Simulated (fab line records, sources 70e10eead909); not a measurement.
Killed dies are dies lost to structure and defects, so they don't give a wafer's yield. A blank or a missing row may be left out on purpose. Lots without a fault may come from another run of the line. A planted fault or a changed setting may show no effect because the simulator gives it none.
fab line records | flow nand_harc | part 2 of 2: steps 24 to 34 of 34
record lots=5 wafers=15 last_day=33
route steps=1302 shown P_GATE@132
lots that met no fault: from a run of the same line without faults
start_h: hours from the record's first day to the start of the lot's first wafer shown | wait_h: hours since the lot's step before | " the same as in the row above | L1.1+2: a row that stands for several wafers | - no value, or no start given | * or withheld: withheld | < > ~ a bound
route shown NAME@n: a module of which the file shows steps, and the number in the route of the first | usual: mean/standard deviation of fault-free wafers | same: alike in all rows | chamber/n: place in a boat | sites: the reading at each site | _std_site: their standard deviation | _edge_site: outer sites' mean less inner sites' | radius_mm: how far each site lies from the wafer's centre | mask NAME#n: copy n | behind: the tool/chamber that last shaped the wafer | hold: why the lot was held/for how many hours/how that ended | device: the transistor (n, p or np) that didn't switch | end of line: the same wafers' tests at the end of the route | a step without rows: its recipe alone | killed: dies lost to structure and defects at the first sort, not the wafer's yield | map: a wafer's dies, x killed, . not, _ none there
set.NAME: the setting as run; set.NAME@STEP: as run at that earlier step | model.NAME: the simulator's own value behind a step, which no gauge read
lots at some steps of the route; a table a step, a row a wafer
services: from which hour (start_h, from the record's first day; less than 0 if before it) a tool's chamber was out of use, for how many hours, and why
## steps
# step NHARC_P_GATE_ALD_36
# recipe target_thk_a=200 pulse_time_s=60 ald_cycles=223 temp_c=400 material=SiNx
# usual heater_power_outer_w=506/53 heater_power_w=810/89 precursor_pulse_height_rel=1.000/0.019
# columns lot.wafer tool chamber start_h wait_h heater_power_outer_w heater_power_w precursor_pulse_height_rel
L077.1 ald_sin-04 1 131.36 - 476 695 1.026
L077.4 " 0 134.53 - 445 711 0.970
L077.6 " 2 136.65 - 474 859 0.964
L079.1 ald_sin-03 2 147.06 - 532 819 0.970
L079.4 " 3 148.12 - 542 828 0.994
L079.6 " 2 151.28 - 509 815 0.995
L089.2 ald_sin-01 3 242.89 - 425 631 0.998
L089.6 " 3 247.17 - 428 660 1.002
L089.4 " 2 250.02 - 500 828 0.992
L092.2 ald_sin-01 2 277.65 - 497 840 0.984
L092.3 " 3 279.07 - 429 638 1.004
L092.6 " 3 283.33 - 416 637 1.031
L093.3 ald_sin-03 3 293.35 - 537 824 0.987
L093.2 " 0 294.41 - 534 873 1.007
L093.6 " 2 296.53 - 512 846 1.016
# step NHARC_P_GATE_ETCHBACK_37
# recipe target_depth_a=345 time_s=17.2 chf3_flow_sccm=50 o2_flow_sccm=10 ar_flow_sccm=200 rf_w=500 bias_w=200 chemistry=CHF3/O2
# usual drypump_motor_current_A=5.8/0.52 mfc_ar_sccm=200.0/0.56 oes_product_au=0.935/0.025 rf_vpp_V=371.6/2.2 showerhead_plenum_p_Torr=2.45/0.094 throttle_valve_pct=20.572/0.0094
# columns lot.wafer tool chamber start_h wait_h drypump_motor_current_A mfc_ar_sccm oes_product_au rf_hours_counter_h rf_vpp_V showerhead_plenum_p_Torr throttle_valve_pct
L077.4 rie_diel-04 0 - - 6.8 198.8 0.924 6.0 368.7 2.29 20.580
L077.1 " 2 " " 6.3 200.3 0.920 5.9 368.2 2.31 20.567
L077.6 " 0 " " 6.8 200.1 0.924 - 368.0 2.29 20.565
L079.1 rie_diel-10 2 - - 5.6 200.5 0.909 4.9 371.4 2.41 20.576
L079.4 " 3 " " 5.6 200.5 0.936 5.5 374.3 2.58 20.570
L079.6 " 1 " " 5.4 200.1 0.933 - 370.8 2.40 20.560
L089.4 rie_diel-09 3 - - 5.9 201.8 0.936 5.5 373.4 2.54 20.570
L089.2 " 2 " " 6.2 200.6 0.927 6.0 373.7 2.52 20.577
L089.6 " 0 " " 6.4 199.6 0.928 - 372.6 2.47 20.583
L092.3 rie_diel-10 0 - - 5.8 199.4 0.914 0.7 372.0 2.50 20.567
L092.2 " 2 " " 5.6 200.5 0.913 2.3 371.7 2.40 20.570
L092.6 " 0 " " 5.8 199.7 0.921 - 372.7 2.50 20.571
L093.3 rie_diel-10 0 - - 5.8 200.1 0.910 0.8 371.7 2.50 20.573
L093.2 " 3 " " 5.6 200.2 0.922 2.4 374.6 2.58 20.586
L093.6 " 2 " " 5.6 200.2 0.918 - 370.1 2.40 20.572
# step NHARC_P_GATE_STRIP_101
# recipe time_s=20 o2_flow_sccm=500 ar_flow_sccm=0 bias_w=0 chemistry=O2
# usual drypump_motor_current_A=5.8/0.53 mfc_ar_sccm=0.006/0.0079 oes_product_au=1.000/0.012 rf_vpp_V=57.9/0.87 showerhead_plenum_p_Torr=3.60/0.14 throttle_valve_pct=17.037/0.0081
# columns lot.wafer tool chamber start_h wait_h drypump_motor_current_A mfc_ar_sccm oes_product_au rf_hours_counter_h rf_vpp_V showerhead_plenum_p_Torr throttle_valve_pct
L077.4 rie_diel-04 0 140.98 0.1 6.8 0 0.996 6.0 57.6 3.36 17.037
L077.1 " 3 " " 4.8 0.022 1.017 6.1 57.9 3.77 17.025
L077.6 " 1 " " 5.8 0 1.024 - 57.4 3.54 17.026
L079.1 rie_diel-10 0 156.67 0.1 5.8 0.001 1.006 4.6 58.4 3.68 17.050
L079.4 " 1 " " 5.4 0.022 0.998 4.9 57.3 3.53 17.034
L079.6 " 2 " " 5.6 0.008 0.981 - 58.7 3.54 17.033
L089.4 rie_diel-09 0 254.71 0.1 6.4 0 0.996 4.8 58.1 3.62 17.040
L089.2 " 2 " " 6.2 0.016 1.006 6.0 59.3 3.70 17.029
L089.6 " 0 " " 6.4 0 0.999 - 59.2 3.62 17.034
L092.3 rie_diel-10 0 289.44 0.1 5.8 0.001 0.968 0.7 58.9 3.67 17.026
L092.2 " 1 " " 5.4 0.022 0.999 2.4 57.2 3.53 17.047
L092.6 " 3 " " 5.5 0 0.994 - 59.5 3.78 17.021
L093.2 rie_diel-10 3 300.88 0.1 5.6 0 1.004 2.4 58.0 3.78 17.046
L093.3 " 2 " " 5.6 0.008 0.992 2.4 57.0 3.53 17.049
L093.6 " 0 " " 5.8 0.001 0.993 - 58.1 3.67 17.036
# step NHARC_P_GATE_PRECLEAN_97
# recipe time_s=600 temp_c=120 chemistry=SPM
# columns lot.wafer tool chamber start_h wait_h
L077.4+6+1 wet_bench-03 1,2,3 141.10 -
L079.4+6+1 wet_bench-07 4,6,0 156.77 -
L089.2+4+6 wet_bench-03 0,1,3 254.81 -
L092.3+2+6 wet_bench-04 2,3,6 289.54 -
L093.3+6+2 wet_bench-03 4,5,6 301.00 -
# step NHARC_P_GATE_SRD_98
# columns lot.wafer tool chamber start_h wait_h
L077.4+6+1 wet_bench-03 1,2,3 - -
L079.4+6+1 wet_bench-07 4,6,0 - -
L089.2+4+6 wet_bench-03 0,1,3 - -
L092.3+2+6 wet_bench-04 2,3,6 - -
L093.3+6+2 wet_bench-03 4,5,6 - -
# step NHARC_P_GATE_PRECLEAN_99
# recipe time_s=* temp_c=50 bath_age_min=0 chemistry=SC1
# usual sc1_h2o2_end_mol_l=0.3698/0.00066
# columns lot.wafer tool chamber start_h wait_h sc1_h2o2_end_mol_l
L077.4 wet_bench-03 1 - - 0.3710
L077.6 " 2 " " 0.3696
L077.1 " 3 " " 0.3694
L079.4 wet_bench-07 4 - - 0.3700
L079.6 " 6 " " 0.3700
L079.1 " 0 " " 0.3688
L089.2 wet_bench-03 0 - - 0.3707
L089.4 " 1 " " 0.3702
L089.6 " 3 " " 0.3700
L092.3 wet_bench-04 2 - - 0.3689
L092.2 " 3 " " 0.3696
L092.6 " 6 " " 0.3705
L093.3 wet_bench-03 4 - - 0.3695
L093.6 " 5 " " 0.3697
L093.2 " 6 " " 0.3686
# step NHARC_P_GATE_SRD_100
# columns lot.wafer tool chamber start_h wait_h
L077.4+6+1 wet_bench-03 1,2,3 - -
L079.4+6+1 wet_bench-07 4,6,0 - -
L089.2+4+6 wet_bench-03 0,1,3 - -
L092.3+2+6 wet_bench-04 2,3,6 - -
L093.3+6+2 wet_bench-03 4,5,6 - -
# step NHARC_P_GATE_DEHYDRATE_38
# recipe temp_c=150 time_s=120
# usual heater_power_total_W=182.5/1.2
# columns lot.wafer tool chamber start_h wait_h heater_power_total_W
L077.1 litho_track-05 0 141.47 - 183.9
L077.4 " 0 " " 181.6
L077.6 " 0 " " 181.2
L079.1 litho_track-02 0 157.16 - 180.8
L079.4 " 0 " " 182.3
L079.6 " 0 " " 181.0
L089.2 litho_track-05 0 255.21 - 184.5
L089.4 " 0 " " 180.9
L089.6 " 0 " " 181.3
L092.2 litho_track-03 0 289.93 - 181.6
L092.3 " 0 " " 184.6
L092.6 " 0 " " 184.2
L093.2 litho_track-03 0 301.39 - 180.9
L093.3 " 0 " " 180.5
L093.6 " 0 " " 183.2
# step NHARC_P_GATE_HMDS_39
# recipe time_s=30
# columns lot.wafer tool chamber start_h wait_h
L077.1+4+6 litho_track-05 0 - -
L079.1+4+6 litho_track-02 0 - -
L089.2+4+6 litho_track-05 0 - -
L092.2+3+6 litho_track-03 0 - -
L093.2+3+6 litho_track-03 0 - -
# step NHARC_P_GATE_COAT_40
# recipe spin_rpm=3000
# columns lot.wafer tool chamber start_h wait_h
L077.1+4+6 litho_track-05 0 - -
L079.1+4+6 litho_track-02 0 - -
L089.2+4+6 litho_track-05 0 - -
L092.2+3+6 litho_track-03 0 - -
L093.2+3+6 litho_track-03 0 - -
# step NHARC_P_GATE_SOFTBAKE_41
# recipe temp_c=122 time_s=95
# usual heater_power_total_W=160.1/0.46
# columns lot.wafer tool chamber start_h wait_h heater_power_total_W
L077.1 litho_track-05 0 - - 160.2
L077.4 " 0 " " 160.5
L077.6 " 0 " " 159.9
L079.1 litho_track-02 0 - - 159.9
L079.4 " 0 " " 160.6
L079.6 " 0 " " 160.7
L089.2 litho_track-05 0 - - 160.4
L089.4 " 0 " " 159.9
L089.6 " 0 " " 159.9
L092.2 litho_track-03 0 - - 160.3
L092.3 " 0 " " 160.0
L092.6 " 0 " " 160.3
L093.2 litho_track-03 0 - - 159.9
L093.3 " 0 " " 160.6
L093.6 " 0 " " 159.3
## services
# columns tool chamber start_h hours kind
litho_track-05 - 124.00 7.0 pm
rie_diel-09 - 143.10 9.0 pm
litho_track-01 - 155.00 7.0 pm
wet_bench-07 - 160.00 8.0 pm
rie_si-06 3 166.60 117.5 repair
rie_diel-04 - 177.90 9.0 pm
litho_track-06 - 179.00 7.0 pm
rie_diel-04 - 187.54 0.6 repair
rie_diel-10 0 189.62 12.9 repair
rie_diel-09 1 190.97 8.8 repair
litho_track-04 - 203.00 7.0 pm
wet_bench-03 - 210.52 8.0 pm
litho_track-02 - 227.00 7.0 pm
wet_bench-04 - 227.20 8.0 pm
rie_diel-09 0 236.91 5.7 repair
rie_diel-10 - 242.52 9.0 pm
rie_diel-10 - 269.23 0.3 repair
litho_track-03 - 275.00 7.0 pm
rie_diel-04 2 278.73 2.1 repair
rie_diel-09 2 280.90 45.9 repair
rie_diel-09 3 288.76 1.9 repair
rie_diel-10 1 292.72 13.1 repair
litho_track-05 - 299.00 7.0 pm
rie_diel-04 0 300.01 7.7 repair
